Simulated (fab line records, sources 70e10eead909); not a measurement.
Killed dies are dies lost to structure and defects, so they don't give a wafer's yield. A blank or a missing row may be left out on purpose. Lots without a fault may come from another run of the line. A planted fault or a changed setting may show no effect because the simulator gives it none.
Chamber matching | flow nand_harc | NHARC_A_CHANNEL_FILL_D1_ALD_14 on ald_hk-02: 4 sister chambers
The step deposits SiO2, target thk 2.5 nm, pulse time 10 s, ald cycles 25. 8 wafers are shown with their chamber, then 7 later ones without.

WAFERS WITH THEIR CHAMBER
wafer  | chamber | heater_power_w (W) | precursor_pulse_height_rel
L075.4 | 0       | 485                | 1.028
L079.2 | 1       | 475                | 0.964
L079.5 | 3       | 498                | 0.976
L080.1 | 3       | 501                | 0.975
L080.2 | 1       | 476                | 0.987
L080.3 | 2       | 631                | 1.038
L083.2 | 2       | 642                | 1.026
L083.3 | 0       | 483                | 0.976

WAFERS WITHOUT THEIR CHAMBER
wafer  | heater_power_w (W) | precursor_pulse_height_rel
L083.5 | 629                | 1.014
L087.1 | 481                | 1.024
L087.4 | 488                | 1.025
L087.6 | 493                | 1.008
L094.2 | 476                | 0.977
L094.3 | 482                | 0.987
L094.5 | 486                | 1.014

WHICH CHAMBER EACH WENT THROUGH
wafer  | from the rows above     | in truth
L083.5 | 2                       | 2
L087.1 | can't be placed: 0 or 1 | 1
L087.4 | 0                       | 0
L087.6 | can't be placed: 0 or 3 | 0
L094.2 | 1                       | 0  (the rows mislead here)
L094.3 | can't be placed: 0 or 1 | 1
L094.5 | 0                       | 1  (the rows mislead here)
Placed correctly: 2 of 7. Can't be placed from these rows: 3 (the true chamber is among the candidates in 3). Placed wrongly: 2.
How it was worked out, from the rows above alone: a wafer's distance from a chamber is the root of the sum, over the readings, of the square of ((its reading less the chamber's mean) divided by the reading's scatter). The wafer belongs to the nearest chamber; if the next one is less than 2 further off, it can't be placed. A chamber's mean is the mean of its shown wafers. The scatter: the root of (the sum of the squares of (reading less its chamber's mean) over the shown wafers, divided by (wafers less chambers)).
